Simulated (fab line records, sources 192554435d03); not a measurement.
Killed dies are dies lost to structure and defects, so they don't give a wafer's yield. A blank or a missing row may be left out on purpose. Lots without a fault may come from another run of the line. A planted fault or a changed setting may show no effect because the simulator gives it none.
Problem report in the 8D (eight disciplines) form, filled by code | flow n5_finfet | the parts of the form that need people (team, actions taken, sign-off) are left out

1. THE PROBLEM
run_length_s at N5_PASSIVATION_PASS_ETCH_47 reads a mean of 385.9 s on 3 wafers of 3 lots; wafers without a fault read 408.4 s with a standard deviation of 0.38. That is -59 standard deviations from the usual mean.
The step: etches SiNx in CF4/O2, target depth 770 nm, time 385 s.
First seen on wafer L779.2, day 16 12:02, on rie_diel-01. The record holds 20 wafers of 7 lots with a number at this step. Rule for "out", or "out of limits": more than 4 standard deviations from the usual mean. The other wafers with a number count as sound.

2. WHAT IT IS AND WHAT IT IS NOT
question                    | is                     | is not
which readings at this step | run_length_s           | drypump_motor_current_A, oes_product_au, showerhead_plenum_p_Torr, throttle_valve_pct
which lots                  | L779, L782, L784       | L775, L778, L780, L789
which wafers of those lots  | L779.2, L782.2, L784.2 | L779.5, L779.6, L782.1, L782.6, L784.1
read on which tools         | rie_diel-01            | rie_diel-04
when                        | from day 16 12:02      | up to then (11 sound wafers); but 6 sound wafers of L782, L784, L789 came after

3. SUSPECTS, AND WHAT RULES EACH OUT
Counting: a tool at a process step up to the reading stays a suspect if it ran every lot that is out. Sound lots after the first of them don't rule it out here, since some wafers of a struck lot are sound.
- rie_diel-01 at N5_PASSIVATION_DESCUM_46 (chemistry O2, time 7.9 s): kept. It ran every lot that is out, first L779 (day 16 12:00); its last sound lot up to then is L775 (day 16 02:00).
- rie_diel-01 at N5_PASSIVATION_PASS_ETCH_47 (etches SiNx in CF4/O2, target depth 770 nm, time 385 s): kept. It ran every lot that is out, first L779 (day 16 12:02); its last sound lot up to then is L775 (day 16 02:02). Its own readings are out on those wafers: run_length_s.
Left after counting: rie_diel-01 at N5_PASSIVATION_DESCUM_46, rie_diel-01 at N5_PASSIVATION_PASS_ETCH_47.

4. THE CAUSE (what the simulator had put in)
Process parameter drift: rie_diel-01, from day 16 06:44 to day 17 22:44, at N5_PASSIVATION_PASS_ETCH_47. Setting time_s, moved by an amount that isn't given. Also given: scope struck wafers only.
Counting left 2 suspects, and this tool is among them.

5. THE CHAIN OF EFFECTS, in route order
Each row: a reading whose mean over the struck wafers that have a number lies more than 3 standard deviations from the usual. Only readings for which the record gives a usual standard deviation are gone through. hours: the time from each lot's start at the first step in this table that gives one to its start at this step, as a median over the lots. sigmas: the change in usual standard deviations.
hours | step                        | reading      | usual   | on struck wafers | change | sigmas
0     | N5_PASSIVATION_PASS_ETCH_47 | run_length_s | 408.4 s | 385.9            | -22.5  | -59
The process steps in it:
- N5_PASSIVATION_PASS_ETCH_47: etches SiNx in CF4/O2, target depth 770 nm, time 385 s.

6. WHAT WOULD HAVE CAUGHT IT SOONER
In this record the first reading out of limits was taken at day 16 12:02, 5 hours after the fault began at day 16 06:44.
